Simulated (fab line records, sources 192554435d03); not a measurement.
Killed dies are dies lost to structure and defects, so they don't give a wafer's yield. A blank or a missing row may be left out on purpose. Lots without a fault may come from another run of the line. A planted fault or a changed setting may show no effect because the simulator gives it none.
Chamber matching | flow n5_finfet | N5_MOL_CONTACT_COAG_ETCH_66 on rie_diel-02: 4 sister chambers
The step etches SiARC in CF4, target depth 13 nm, time 21.7 s. 18 wafers are shown with their chamber, then 9 later ones without.

WAFERS WITH THEIR CHAMBER
wafer  | chamber | drypump_motor_current_A (A) | throttle_valve_pct (%) | oes_product_au (a.u.)
L074.2 | 3       | 6.3                         | 15.34                  | 0.64
L074.3 | 2       | 5.2                         | 15.71                  | 0.60
L074.4 | 0       | 6.1                         | 15.39                  | 0.59
L077.3 | 2       | 5.2                         | 15.75                  | 0.60
L077.4 | 3       | 6.3                         | 15.35                  | 0.65
L077.5 | 2       | 5.2                         | 15.73                  | 0.60
L079.3 | 1       | 5.4                         | 15.92                  | 0.63
L079.4 | 3       | 6.4                         | 15.35                  | 0.64
L079.6 | 2       | 5.2                         | 15.75                  | 0.60
L080.2 | 3       | 6.3                         | 15.37                  | 0.63
L080.4 | 1       | 5.5                         | 15.93                  | 0.62
L080.6 | 0       | 6.1                         | 14.92                  | 0.88
L081.2 | 3       | 6.3                         | 15.36                  | 0.63
L081.3 | 1       | 5.5                         | 15.94                  | 0.62
L081.5 | 2       | 5.2                         | 15.74                  | 0.60
L094.2 | 0       | 6.1                         | 14.97                  | 0.79
L094.3 | 3       | 6.4                         | 15.43                  | 0.61
L094.6 | 3       | 6.3                         | 15.42                  | 0.62

SIGNATURES (means of the wafers above)
reading                 | chamber 0 | chamber 1 | chamber 2 | chamber 3 | scatter within a chamber
drypump_motor_current_A | 6.100     | 5.467     | 5.200     | 6.329     | 0.0387
throttle_valve_pct      | 15.0933   | 15.9300   | 15.7360   | 15.3743   | 0.101
oes_product_au          | 0.7533    | 0.6233    | 0.6000    | 0.6314    | 0.0568
Rule: a wafer's distance from a chamber is the root of the sum, over the readings, of the square of ((its reading less the chamber's mean) divided by the reading's scatter). The wafer belongs to the nearest chamber; if the next one is less than 2 further off, it can't be placed. The scatter: the root of (the sum of the squares of (reading less its chamber's mean) over the shown wafers, divided by (wafers less chambers)).

WAFERS WITHOUT THEIR CHAMBER
wafer  | drypump_motor_current_A (A) | throttle_valve_pct (%) | oes_product_au (a.u.)
L095.1 | 5.5                         | 15.99                  | 0.60
L095.2 | 6.1                         | 15.02                  | 0.78
L095.3 | 6.3                         | 15.44                  | 0.60
L095.4 | 5.5                         | 15.99                  | 0.61
L095.5 | 6.3                         | 15.45                  | 0.62
L095.6 | 6.1                         | 14.99                  | 0.78
L097.3 | 6.1                         | 15.01                  | 0.78
L097.5 | 5.5                         | 15.99                  | 0.60
L097.6 | 6.4                         | 15.45                  | 0.61

WHICH CHAMBER EACH WENT THROUGH
wafer  | from the rows above | in truth
L095.1 | 1                   | 1
L095.2 | 0                   | 0
L095.3 | 3                   | 3
L095.4 | 1                   | 1
L095.5 | 3                   | 3
L095.6 | 0                   | 0
L097.3 | 0                   | 0
L097.5 | 1                   | 1
L097.6 | 3                   | 3
Placed correctly: 9 of 9. Can't be placed from these rows: 0. Placed wrongly: 0.
